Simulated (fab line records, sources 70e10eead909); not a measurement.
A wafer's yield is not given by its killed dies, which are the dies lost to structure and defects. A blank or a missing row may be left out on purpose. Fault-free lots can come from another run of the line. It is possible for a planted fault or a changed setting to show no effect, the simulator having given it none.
fab line records | flow nand-harc
[record] lots = 11 wafers = 33 last-day = 33
route steps=1302 shown A_SLIT@937 A_WL_FILL@965 END@1302
lots untouched by any fault: they come from a run of this same line in which no faults occurred
start-h: hours from the record's first day to the start of the lot's first wafer shown | wait-h: time in hours since the lot's previous step | " as in the row above | L1.1+2: a single row standing in for several wafers | - no value present, or no start provided | * or withheld: withheld | < > ~ a bound
route shown NAME@n: names a module that has steps shown in the file, with the first one's number in the route | usual: mean/standard deviation of fault-free wafers | same: alike in all rows | chamber/n: place in a boat | sites: readings site by site | _std_site: standard deviation of those values | _edge_site: mean of outer sites minus mean of inner sites | radius-mm: for every site, how far away it sits from the centre of the wafer | mask NAME#n: copy n | behind: the last tool/chamber to shape the wafer | hold: the reason the lot was held/the length of the hold in hours/how it ended | device: whichever transistor did not switch (one of n, p or np) | end of line: tests run on the same wafers once the route is complete | a step given without rows: its recipe and nothing more | killed: dies that structure and defects cost at the first sort, which is not the same as the wafer's yield | map: the dies of a wafer, with x for killed, . for not killed, _ for no die there
set.NAME: setting as actually run; set.NAME@STEP: the setting as run at that earlier step | model.NAME: the simulator's own value behind a step, which no gauge read
the route's steps for a sample of lots (tables are steps, rows are wafers)
services: a tool's chamber out of use, with start hour (start-h, from the record's first day; less than 0 if before it), hours out, and reason
[[steps]]
[step NHARC_A_SLIT_ETCH_24]
[recipe] target-depth-a = 1210 time-s = 60.5 cf4-flow-sccm = 100 chf3-flow-sccm = 30 ar-flow-sccm = 0 rf-w = 500 bias-w = 200 chemistry = CF4/CHF3
[usual] cf4-flow-sccm = 100.0/0.32 drypump-motor-current-A = 5.6/0.32 oes-product-au = 0.955/0.022 rf-vpp-V = 370.9/2.1 showerhead-plenum-p-Torr = 1.58/0.06 throttle-valve-pct = 16.802/0.0082
// columns lot.wafer tool chamber start-h wait-h cf4-flow-sccm drypump-motor-current-A oes-product-au rf-hours-counter-h rf-vpp-V showerhead-plenum-p-Torr throttle-valve-pct
L883.1 rie-diel-08 0 462.76 0.1 99.9 5.7 0.941 4 372.0 1.62 16.806
L883.5 " 3 " " 100.5 5.6 0.950 - 367.1 1.48 16.805
L883.6 " 0 " " 100.3 5.7 0.941 - 373.7 1.62 16.802
L884.1 rie-diel-11 3 511.43 0.1 99.8 5.4 0.963 5 370.7 1.60 16.806
L884.5 " 0 " " 100.1 5.7 0.951 - 374.1 1.65 16.792
L884.6 " 1 " " 99.9 5.0 0.988 - 370.4 1.54 16.794
L887.4 rie-diel-06 3 511.66 0.1 100.5 6.2 0.953 2 369.9 1.54 16.821
L887.3 " 2 " " 99.9 5.8 0.951 2 367.5 1.48 16.797
L887.6 " 3 " " 100.2 6.2 0.942 - 369.1 1.54 16.789
L890.1 rie-diel-06 3 555.75 0.1 100.0 6.2 0.961 4 369.3 1.54 16.796
L890.2 " 0 " " 100.4 5.4 0.961 3 371.5 1.58 16.795
L890.6 " 0 " " 100.4 5.4 0.950 - 369.0 1.58 16.808
L893.2 rie-diel-06 2 563.60 0.1 99.5 5.7 0.956 5 367.1 1.48 16.800
L893.1 " 3 " " 99.7 6.2 0.956 5 369.9 1.54 16.797
L893.5 " 0 " " 99.6 5.4 0.959 - 370.4 1.58 16.813
L897.3 rie-diel-11 3 594.96 0.1 100.4 5.5 0.911 10 372.1 1.60 16.810
L897.4 " 0 " " 100.0 5.7 0.924 10 374.1 1.65 16.819
L897.1 " 2 " " 99.9 5.4 0.925 11 373.4 1.64 16.808
L895.3 rie-diel-11 2 596.72 0.1 100.2 5.4 0.921 11 373.1 1.64 16.807
L895.1 " 3 " " 100.4 5.4 0.920 10 370.8 1.60 16.802
L895.4 " 1 " " 99.8 5.0 0.926 12 369.4 1.54 16.794
L898.1 rie-diel-08 0 642.04 0.1 100.2 5.7 0.962 4 372.7 1.62 16.802
L898.3 " 2 " " 99.8 5.8 0.960 3 371.1 1.59 16.803
L898.5 " 2 " " 100.7 5.8 0.950 - 370.9 1.59 16.792
L900.1 rie-diel-11 0 642.49 0.1 99.8 5.7 0.975 1 371.6 1.65 16.805
L900.3 " 2 " " 100.1 5.4 0.967 1 374.1 1.64 16.804
L900.5 " 3 " " 100.1 5.5 0.988 - 370.6 1.60 16.809
L902.4 rie-diel-11 3 660.11 0.1 99.7 5.5 1.002 2 371.6 1.60 16.798
L902.1 " 0 " " 100.5 5.7 0.973 2 371.4 1.65 16.787
L902.3 " 1 " " 99.5 5.0 0.981 2 369.2 1.54 16.799
L904.1 rie-diel-08 1 672.32 0.1 100.1 6.0 0.968 4 369.2 1.54 16.803
L904.5 " 3 " " 100.1 5.7 0.964 - 368.0 1.48 16.803
L904.6 " 0 " " 99.7 5.7 0.962 - 371.4 1.62 16.806
[step NHARC_A_SLIT_ETCH_17]
[recipe] bias-v = 900 source-w = withheld pressure-mtorr = 20 ar-flow-sccm = 375 c4f8-flow-sccm = 83.3 o2-flow-sccm = 41.7 time-s = 4254.5 target-depth-a = 2.03e+05 chemistry = C4F8/O2/Ar
[usual] drypump-motor-current-A = 5.6/0.58 he-backside-leak-sccm = 6.1/0.85 showerhead-plenum-p-Torr = 3.629/0.028 throttle-valve-pct = 32.045/0.0088
// columns lot.wafer tool chamber start-h wait-h drypump-motor-current-A he-backside-leak-sccm rf-hours-counter-h showerhead-plenum-p-Torr throttle-valve-pct
L883.1 har-etch-02 0 463.93 - 6.4 5.2 43 3.694 32.048
L883.5 " 0 466.33 - 6.4 5.1 - 3.694 32.032
L883.6 " 1 " " 4.8 5.5 - 3.650 32.033
L884.1 har-etch-01 1 515.94 - 5.7 6.2 276 3.638 32.033
L884.5 " 1 518.37 - 5.7 6.4 - 3.639 32.042
L884.6 " 0 " " 5.7 7.1 - 3.638 32.044
L887.4 har-etch-02 0 517.97 - 6.4 5.4 - 3.675 32.027
L887.3 " 1 " " 4.8 5.5 - 3.632 32.052
L887.6 " 0 " " 6.4 4.8 - 3.675 32.048
L890.2 har-etch-02 1 557.30 - 4.8 5.5 100 3.620 32.060
L890.1 " 0 " " 6.4 5.5 100 3.663 32.050
L890.6 " 0 560.29 - 6.4 5.7 - 3.663 32.063
L893.1 har-etch-01 0 565.00 - 5.6 7.4 306 3.622 32.053
L893.2 " 1 " " 5.7 6.1 306 3.622 32.047
L893.5 " 1 568.05 - 5.7 5.5 - 3.621 32.044
L897.1 har-etch-02 0 596.13 - 6.4 5.3 123 3.650 32.068
L897.3 " 0 597.34 - 6.4 5.4 - 3.650 32.045
L897.4 " 1 " " 4.8 5.6 - 3.607 32.027
L895.1 har-etch-02 0 600.55 - 6.4 5.4 127 3.648 32.046
L895.4 " 1 " " 4.8 5.4 - 3.605 32.038
L895.3 " 0 " " 6.4 5.2 - 3.648 32.052
L898.1 har-etch-01 1 644.06 - 5.7 5.6 348 3.599 32.029
L898.3 " 1 645.27 - 5.7 6.0 - 3.599 32.053
L898.5 " 1 646.48 - 5.7 5.8 - 3.599 32.042
L900.1 har-etch-02 0 647.75 - 6.4 5.4 150 3.636 32.045
L900.3 " 1 " " 4.8 5.9 - 3.593 32.042
L900.5 " 0 650.15 - 6.4 5.2 - 3.636 32.045
L902.1 har-etch-02 0 661.90 - 6.4 5.5 161 3.630 32.037
L902.4 " 1 " " 4.8 5.9 - 3.587 32.042
L902.3 " 0 " " 6.4 5.6 - 3.630 32.050
L904.1 har-etch-02 0 674.32 - 6.4 5.6 169 3.625 32.038
L904.6 " 1 676.13 - 4.8 5.8 - 3.583 32.042
L904.5 " 0 " " 6.4 5.7 - 3.625 32.042
[step NHARC_A_SLIT_ETCH_26]
[recipe] bias-v = 400 source-w = 2000 pressure-mtorr = 25 time-s = 90 ar-flow-sccm = 375 c4f8-flow-sccm = 41.7 o2-flow-sccm = 83.3 target-depth-a = 4000 chemistry = C4F8/O2/Ar
[usual] drypump-motor-current-A = 5.6/0.58 he-backside-leak-sccm = 6.1/0.94 showerhead-plenum-p-Torr = 3.659/0.029 throttle-valve-pct = 27.620/0.0099
// columns lot.wafer tool chamber start-h wait-h drypump-motor-current-A he-backside-leak-sccm rf-hours-counter-h showerhead-plenum-p-Torr throttle-valve-pct
L883.1 har-etch-02 0 467.54 3.0 6.4 5.0 46 3.725 27.632
L883.5 " 0 " " 6.4 4.8 - 3.726 27.614
L883.6 " 1 " " 4.8 5.8 - 3.681 27.623
L884.1 har-etch-01 1 519.58 3.0 5.7 10.3 279 3.668 27.603
L884.5 " 1 " " 5.7 6.2 - 3.668 27.627
L884.6 " 0 " " 5.6 6.6 - 3.668 27.614
L887.4 har-etch-02 0 520.47 1.9 6.4 5.4 - 3.706 27.610
L887.3 " 1 " " 4.8 5.4 - 3.662 27.617
L887.6 " 0 " " 6.4 5.2 - 3.706 27.628
L890.2 har-etch-02 1 560.89 3.0 4.8 5.3 103 3.649 27.624
L890.1 " 0 " " 6.4 5.2 103 3.694 27.609
L890.6 " 0 " " 6.4 5.3 - 3.693 27.609
L893.1 har-etch-01 0 568.66 3.1 5.6 7.1 309 3.651 27.616
L893.2 " 1 " " 5.7 5.8 309 3.652 27.620
L893.5 " 1 " " 5.7 6.3 - 3.651 27.604
L897.1 har-etch-02 0 599.76 3.0 6.4 5.3 126 3.681 27.617
L897.3 " 0 " " 6.4 5.4 - 3.681 27.630
L897.4 " 1 " " 4.8 5.7 - 3.637 27.622
L895.1 har-etch-02 0 603.64 2.5 6.4 5.7 130 3.679 27.605
L895.4 " 1 " " 4.8 5.6 - 3.634 27.618
L895.3 " 0 " " 6.4 5.8 - 3.679 27.607
L898.1 har-etch-01 1 647.12 2.5 5.7 6.6 351 3.628 27.634
L898.3 " 1 " " 5.7 6.4 - 3.628 27.611
L898.5 " 1 " " 5.8 6.1 - 3.628 27.619
L900.1 har-etch-02 0 650.78 2.4 6.4 5.6 152 3.666 27.631
L900.3 " 1 " " 4.8 5.5 - 3.621 27.629
L900.5 " 0 " " 6.4 5.5 - 3.665 27.606
L902.1 har-etch-02 0 664.98 2.5 6.4 5.8 164 3.660 27.634
L902.4 " 1 " " 4.8 6.0 - 3.616 27.620
L902.3 " 0 " " 6.4 5.6 - 3.660 27.627
L904.1 har-etch-02 0 677.36 2.4 6.4 5.3 172 3.655 27.624
L904.6 " 1 " " 4.8 5.8 - 3.611 27.623
L904.5 " 0 " " 6.4 5.5 - 3.656 27.624
[step NHARC_A_WL_FILL_ALD_10]
[recipe] target-thk-a = 500 pulse-time-s = 10 ald-cycles = 500 temp-c = 300 material = SiO2
[usual] heater-power-outer-w = 264/24 heater-power-w = 479/40 precursor-pulse-height-rel = 0.999/0.021 susceptor-temp-C = 300.00/0.19
// columns lot.wafer tool chamber start-h wait-h heater-power-outer-w heater-power-w precursor-pulse-height-rel susceptor-temp-C
L883.1 ald-hk-01 1 486.52 1.1 293 519 0.987 -
L883.5 " 3 487.53 2.1 235 422 0.990 -
L883.6 " 0 " " 255 470 1.009 -
L887.3 ald-hk-02 0 533.08 0.0 311 532 1.013 300.05
L887.4 " 1 " " 243 512 1.014 299.84
L887.6 " 0 535.13 2.1 307 538 0.964 300.10
L884.1 ald-hk-01 2 534.63 1.6 257 459 1.007 300.32
L884.5 " 3 " " 239 431 0.958 299.98
L884.6 " 0 " " 257 473 1.007 300.07
L890.1 ald-hk-01 1 577.11 3.2 282 517 0.951 299.99
L890.2 " 2 " " 255 456 1.007 299.82
L890.6 " 1 579.17 5.2 287 530 1.006 300.12
L893.1 ald-hk-01 0 584.66 0.6 261 456 1.031 299.85
L893.2 " 1 " " 289 524 0.988 299.98
L893.5 " 0 586.73 2.6 263 463 0.995 299.68
L897.4 ald-hk-01 0 614.54 0.1 228 404 1.002 283.20
L897.1 " 1 " " 249 458 1.001 282.84
L897.3 " 3 616.09 1.6 207 367 0.973 283.04
L895.4 ald-hk-01 1 621.11 0.1 245 462 0.965 283.30
L895.1 " 2 " " 223 395 1.023 283.02
L895.3 " 0 622.66 1.6 231 411 0.985 282.98
L898.3 ald-hk-03 3 662.51 0.1 243 462 0.967 300.20
L898.1 " 0 663.54 1.1 258 480 0.989 299.99
L898.5 " 0 667.63 5.2 260 470 0.981 299.93
L900.3 ald-hk-02 3 666.44 0.6 289 514 1.010 299.92
L900.1 " 1 667.48 1.6 267 526 1.031 300.07
L900.5 " 3 668.51 2.6 292 498 0.982 299.89
L902.1 ald-hk-03 0 680.25 0.1 257 484 0.994 299.99
L902.4 " 1 " " 241 439 0.972 299.94
L902.3 " 3 681.81 1.6 242 462 0.974 300.23
L904.1 ald-hk-03 1 694.78 1.6 245 426 0.963 -
L904.6 " 2 " " 296 524 1.038 -
L904.5 " 3 " " 250 464 1.023 -
[step NHARC_END_SORT_01]
[recipe] temp-c = 25
[usual] killed-at-array = 59/21 killed-at-other = 1.0/1.1 killed-at-periphery = 4.0/2.6 killed-dies = 64/21 killed-open = 3.2/1.7 killed-short = 2.5/1.5
[same] gross-dies = 677
// columns lot.wafer tool chamber start-h wait-h killed-at-array killed-at-other killed-at-periphery killed-dies killed-open killed-short
L883.1 prober-01 0 593.59 2.5 18 2 2 22 4 3
L883.5 prober-01 0 596.84 3.7 23 2 1 26 3 3
L883.6 prober-01 0 597.65 4.1 14 0 5 19 3 1
L890.1 prober-02 0 663.34 2.5 51 2 8 61 5 1
L890.2 prober-02 0 664.15 2.8 48 1 4 53 0 4
L890.6 prober-02 0 667.38 4.0 47 1 13 61 5 1
L893.1 prober-02 0 673.42 2.5 80 1 3 84 3 3
L893.2 prober-02 0 674.22 2.8 75 2 2 79 1 2
L893.5 prober-02 0 676.64 3.7 85 1 3 89 2 1
L897.1 prober-02 0 705.66 2.5 45 0 3 48 3 0
L897.3 prober-02 0 707.29 3.1 53 1 6 60 3 1
L897.4 prober-02 0 708.10 3.4 60 1 5 66 2 2
L895.1 prober-01 0 712.86 2.5 58 1 1 60 5 2
L895.3 prober-01 0 714.48 3.1 55 0 4 59 3 3
L895.4 prober-01 0 715.29 3.4 59 2 3 64 6 1
L898.1 prober-01 0 764.43 2.5 110 3 5 118 4 4
L898.3 prober-01 0 766.01 3.1 97 1 0 98 4 1
L898.5 prober-01 0 767.60 3.7 88 0 8 96 0 1
// killed by level:class
L883.1 A_CHANNEL_HOLE_D2:chamber-film-flake=6 A_CHANNEL_HOLE_D1:chamber-film-flake=4 A_CHANNEL_HOLE_D2:geometric-particle:open=2 THIN_TSV:chamber-film-flake=2 P_M0:geometric-particle:short=1 A_CHANNEL_FILL_D1:geometric-particle:open=1 A_ONON_D2:geometric-particle:short=1 A_CONTACT:geometric-particle:short=1
L883.5 A_CHANNEL_HOLE_D2:chamber-film-flake=9 A_CHANNEL_HOLE_D1:chamber-film-flake=4 A_ONON_D2:geometric-particle:short=2 A_CONTACT:chamber-film-flake=2 THIN_TSV:chamber-film-flake=2 A_ONON_D1:geometric-particle:open=1 A_CHANNEL_FILL_D1:geometric-particle:open=1 A_DECK1_JOINT:geometric-particle:short=1
L883.6 A_CHANNEL_HOLE_D2:chamber-film-flake=8 P_STI:chamber-film-flake=3 A_CONTACT:chamber-film-flake=2 P_M0:geometric-particle:open=1 A_ONON_D1:geometric-particle:short=1 A_ONON_D1:geometric-particle:open=1 A_BLC:geometric-particle:open=1 P_GATE:chamber-film-flake=1
L890.1 A_CHANNEL_HOLE_D1:chamber-film-flake=35 A_STAIRCASE:chamber-film-flake=6 P_GATE:chamber-film-flake=5 A_SLIT:chamber-film-flake=4 P_M1:geometric-particle:open=2 THIN_TSV:chamber-film-flake=2 A_ONON_D1:geometric-particle:open=1 A_WL_FILL:geometric-particle:open=1
L890.2 A_CHANNEL_HOLE_D1:chamber-film-flake=35 A_CONTACT:chamber-film-flake=3 P_GATE:chamber-film-flake=2 A_CHANNEL_FILL_D1:chamber-film-flake=2 A_CHANNEL_FILL_D2:chamber-film-flake=2 P_M0:geometric-particle:short=1 A_ONON_D1:geometric-particle:short=1 A_CHANNEL_FILL_D1:geometric-particle:short=1
L890.6 A_CHANNEL_HOLE_D1:chamber-film-flake=32 P_GATE:chamber-film-flake=8 P_M0:geometric-particle:open=3 A_DECK1_JOINT:chamber-film-flake=2 A_STAIRCASE:chamber-film-flake=2 A_SLIT:chamber-film-flake=2 A_CONTACT:chamber-film-flake=2 A_CHANNEL_HOLE_D1:geometric-particle:open=1
L893.1 A_CHANNEL_HOLE_D1:chamber-film-flake=34 A_SLIT:chamber-film-flake=26 A_CHANNEL_HOLE_D2:chamber-film-flake=14 P_CONTACT:geometric-particle:open=1 A_SOURCE_PLATE:geometric-particle:open=1 A_ONON_D1:geometric-particle:short=1 A_ONON_D2:geometric-particle:open=1 A_CHANNEL_FILL_D2:geometric-particle:short=1
L893.2 A_CHANNEL_HOLE_D1:chamber-film-flake=32 A_SLIT:chamber-film-flake=26 A_CHANNEL_HOLE_D2:chamber-film-flake=13 THIN_TSV:chamber-film-flake=2 A_CONTACT:chamber-film-flake=2 P_GATE:geometric-particle:short=1 A_DECK1_JOINT:geometric-particle:short=1 A_ONON_D2:geometric-particle:open=1
L893.5 A_SLIT:chamber-film-flake=36 A_CHANNEL_HOLE_D1:chamber-film-flake=30 A_CHANNEL_HOLE_D2:chamber-film-flake=15 P_GATE:geometric-particle:open=1 A_CHANNEL_FILL_D1:geometric-particle:open=1 A_CHANNEL_FILL_D2:geometric-particle:short=1 P_ZERO_WELL:chamber-film-flake=1 P_GATE:chamber-film-flake=1
L897.1 A_CHANNEL_HOLE_D1:chamber-film-flake=28 A_STAIRCASE:chamber-film-flake=6 P_STI:chamber-film-flake=2 A_SLIT:chamber-film-flake=2 A_CONTACT:chamber-film-flake=2 A_CHANNEL_FILL_D1:geometric-particle:open=1 A_CHANNEL_FILL_D2:geometric-particle:open=1 A_M0:geometric-particle:open=1
L897.3 A_CHANNEL_HOLE_D1:chamber-film-flake=25 A_CONTACT:chamber-film-flake=11 A_STAIRCASE:chamber-film-flake=4 P_GATE:chamber-film-flake=3 A_SLIT:chamber-film-flake=3 P_STI:chamber-film-flake=2 A_DECK1_JOINT:chamber-film-flake=2 A_M1:chamber-film-flake=2
L897.4 A_CHANNEL_HOLE_D1:chamber-film-flake=39 A_CONTACT:chamber-film-flake=9 A_SLIT:chamber-film-flake=3 P_STI:chamber-film-flake=2 P_GATE:chamber-film-flake=2 A_WL_FILL:chamber-film-flake=2 A_M1:chamber-film-flake=2 P_CONTACT:geometric-particle:short=1
L895.1 A_CHANNEL_HOLE_D1:chamber-film-flake=26 A_CHANNEL_HOLE_D2:chamber-film-flake=7 A_CONTACT:chamber-film-flake=6 A_CHANNEL_FILL_D1:chamber-film-flake=3 A_SLIT:chamber-film-flake=2 A_DECK1_JOINT:chamber-film-flake=2 A_WL_FILL:chamber-film-flake=2 A_SOURCE_PLATE:geometric-particle:short=1
L895.3 A_CHANNEL_HOLE_D1:chamber-film-flake=31 A_CONTACT:chamber-film-flake=4 A_SLIT:chamber-film-flake=3 P_ZERO_WELL:chamber-film-flake=2 A_CHANNEL_HOLE_D2:chamber-film-flake=2 A_CHANNEL_FILL_D1:chamber-film-flake=2 A_CHANNEL_FILL_D2:chamber-film-flake=2 A_STAIRCASE:chamber-film-flake=2
L895.4 A_CHANNEL_HOLE_D1:chamber-film-flake=30 A_CHANNEL_HOLE_D2:chamber-film-flake=6 A_CONTACT:chamber-film-flake=6 A_SLIT:chamber-film-flake=3 A_STAIRCASE:chamber-film-flake=3 A_CHANNEL_FILL_D2:chamber-film-flake=2 A_WL_FILL:chamber-film-flake=2 THIN_TSV:chamber-film-flake=2
L898.1 A_CHANNEL_HOLE_D1:chamber-film-flake=35 A_SLIT:chamber-film-flake=29 A_CHANNEL_HOLE_D2:chamber-film-flake=28 A_CONTACT:chamber-film-flake=7 THIN_TSV:chamber-film-flake=3 P_GATE:chamber-film-flake=2 P_CONTACT:geometric-particle:short=1 P_CONTACT:geometric-particle:open=1
L898.3 A_SLIT:chamber-film-flake=34 A_CHANNEL_HOLE_D1:chamber-film-flake=28 A_CHANNEL_HOLE_D2:chamber-film-flake=22 A_CONTACT:chamber-film-flake=3 A_M0:geometric-particle:open=2 A_CHANNEL_FILL_D2:chamber-film-flake=2 A_STAIRCASE:chamber-film-flake=2 A_DECK1_JOINT:geometric-particle:open=1
L898.5 A_SLIT:chamber-film-flake=31 A_CHANNEL_HOLE_D1:chamber-film-flake=27 A_CHANNEL_HOLE_D2:chamber-film-flake=20 A_CONTACT:chamber-film-flake=4 P_STI:chamber-film-flake=3 P_GATE:chamber-film-flake=3 A_STAIRCASE:chamber-film-flake=2 P_STI:geometric-particle:short=1
[[services]]
// columns tool chamber start-h hours kind
rie-diel-06 - 450.84 0.8 repair
ald-hk-01 - 474.11 10.0 pm
ald-hk-01 0 474.11 10.0 vent-cycle
ald-hk-01 1 474.11 10.0 vent-cycle
ald-hk-01 2 474.11 10.0 vent-cycle
ald-hk-01 3 474.11 10.0 vent-cycle
rie-diel-06 - 484.20 9.0 pm
rie-diel-08 3 517.11 3.8 repair
rie-diel-11 2 528.84 11.9 repair
rie-diel-08 0 539.60 12.1 repair
rie-diel-08 3 543.47 12.1 repair
rie-diel-08 - 544.80 9.0 pm
ald-hk-03 - 558.96 0.7 repair
rie-diel-06 1 561.74 7.4 repair
ald-hk-03 - 568.19 10.0 pm
rie-diel-06 2 592.95 8.6 repair
rie-diel-11 - 609.58 9.0 pm
rie-diel-08 0 646.73 6.9 repair
rie-diel-11 3 651.18 4.8 repair
ald-hk-01 - 652.80 10.0 pm
rie-diel-08 2 661.13 18.0 repair
rie-diel-06 - 661.57 9.0 pm
rie-diel-11 2 663.36 12.4 repair
rie-diel-08 0 683.28 12.3 repair
[[key]]
[first-sign] step = NHARC_A_WL_FILL_ALD_10 reading = susceptor-temp-C direction = down sigmas = 88 usual = * struck = *
[effect] step = NHARC_A_WL_FILL_ALD_10 reading = heater-power-w direction = down sigmas = 1.6 usual = * struck = *
met-at NHARC_A_WL_FILL_ALD_10
struck-lots L895,L897
tester-left-out L895,L897
not-acting-at NHARC_A_SLIT_ETCH_24,NHARC_A_SLIT_ETCH_17,NHARC_A_SLIT_ETCH_26
onset-between 584.66 614.54
[fault] kind = process-parameter-drift tool = ald-hk-01 chamber = - onset-h = 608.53 steps = NHARC_A_WL_FILL_ALD_10 channel = temp-c offset = * shape = step end-h = 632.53 acts-in = * stated = *
// tester-left-out: of these lots the tester's yield and bins aren't shown, on N5 and GAA mostly nor the transistor test; their killed dies are dies lost to structure and defects alone, not to doping, threshold or leakage, so they don't give the yield
